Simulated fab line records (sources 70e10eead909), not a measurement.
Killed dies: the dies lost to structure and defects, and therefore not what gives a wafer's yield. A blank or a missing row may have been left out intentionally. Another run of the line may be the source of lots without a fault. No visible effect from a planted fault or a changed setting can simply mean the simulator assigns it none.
A single fault, viewed from 2 desks | flow nandHarc | every desk sees just its own numbers, and what lay behind them comes last

DESK OF THE TOOL OWNER: arfiScanner-03
The tool's own readings at NHARC_P_M0_EXPOSE_06 (exposes mask P M0, target cd 90 nm): means of the sampled wafers that have a number, for each lot that ran on this tool. If a lot's mean is further than 4 standard deviations from the usual mean, the lot is out of limits and carries the mark OUT (the distance appears in the brackets).
Columns: A = exposureDoseMJCm2 at NHARC_P_M0_EXPOSE_06, usual 81.23; B = reticleTempC at NHARC_P_M0_EXPOSE_06, usual 23.04 C
lot  | first seen here | A                       | B
L804 | day 8 02:49     | 81.19                   | 22.87
L808 | day 9 02:35     | 81.28                   | 22.96
L809 | day 9 07:08     | 81.25                   | 23.20
L812 | day 10 00:44    | 81.21                   | 23.12
L818 | day 11 01:43    | 62.30 (-99 or more) OUT | 23.05
This desk's verdict: out of limits on L818, starting with L818 at day 11 01:43 (exposureDoseMJCm2 at NHARC_P_M0_EXPOSE_06). In limits: L804, L808, L809, L812.

METROLOGY DESK
What the gauges read for every lot (on any tool): the sampled wafers with a number, averaged. If a lot's mean is further than 4 standard deviations from the usual mean, the lot is out of limits and carries the mark OUT (the distance appears in the brackets).
Columns: A = cdNm at NHARC_P_CONTACT_CD_MEAS_12, usual 89.9 nm; B = cdNm at NHARC_P_M0_CD_MEAS_09, usual 90.0 nm
lot  | first seen here | A    | B
L797 | day 5 18:01     | 89.4 | 90.2
L798 | day 6 01:47     | 89.6 | 90.1
L801 | day 6 16:07     | 89.5 | 89.4
L803 | day 7 00:57     | 89.7 | 90.6
L804 | day 7 16:07     | 89.6 | 90.1
L807 | day 8 14:29     | 90.4 | 90.7
L808 | day 8 18:43     | 89.3 | 90.4
L809 | day 9 03:11     | 90.3 | 89.3
L810 | day 9 04:38     | 89.4 | 90.6
L812 | day 9 12:37     | 89.7 | 90.0
L811 | day 9 12:51     | 89.6 | 90.0
L815 | day 10 06:45    | 89.7 | 89.8
L818 | day 10 21:31    | 90.9 | 73.9 (-24) OUT
This desk's verdict: out of limits on L818, starting with L818 at day 11 01:52 (cdNm at NHARC_P_M0_CD_MEAS_09). In limits: L797, L798, L801, L803, L804, L807, L808, L809, L810, L812, L811, L815.

ALL TOGETHER
An alarm could have come from the tool owner's desk at day 11 01:43, on L818.
L818 would have let the metrology desk raise an alarm at day 11 01:52.
The lots listed all ran NHARC_P_M0_EXPOSE_06 on arfiScanner-03.

WHAT HAD BEEN PUT IN BY THE SIMULATOR
Process parameters drifting: arfiScanner-03 at NHARC_P_M0_EXPOSE_06, beginning at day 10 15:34. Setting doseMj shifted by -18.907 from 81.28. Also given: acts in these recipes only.
Shown lots that were struck: L818.
Hours from the fault's start to each desk's first reading out of limits: the tool owner's desk, 10; the metrology desk, 10.
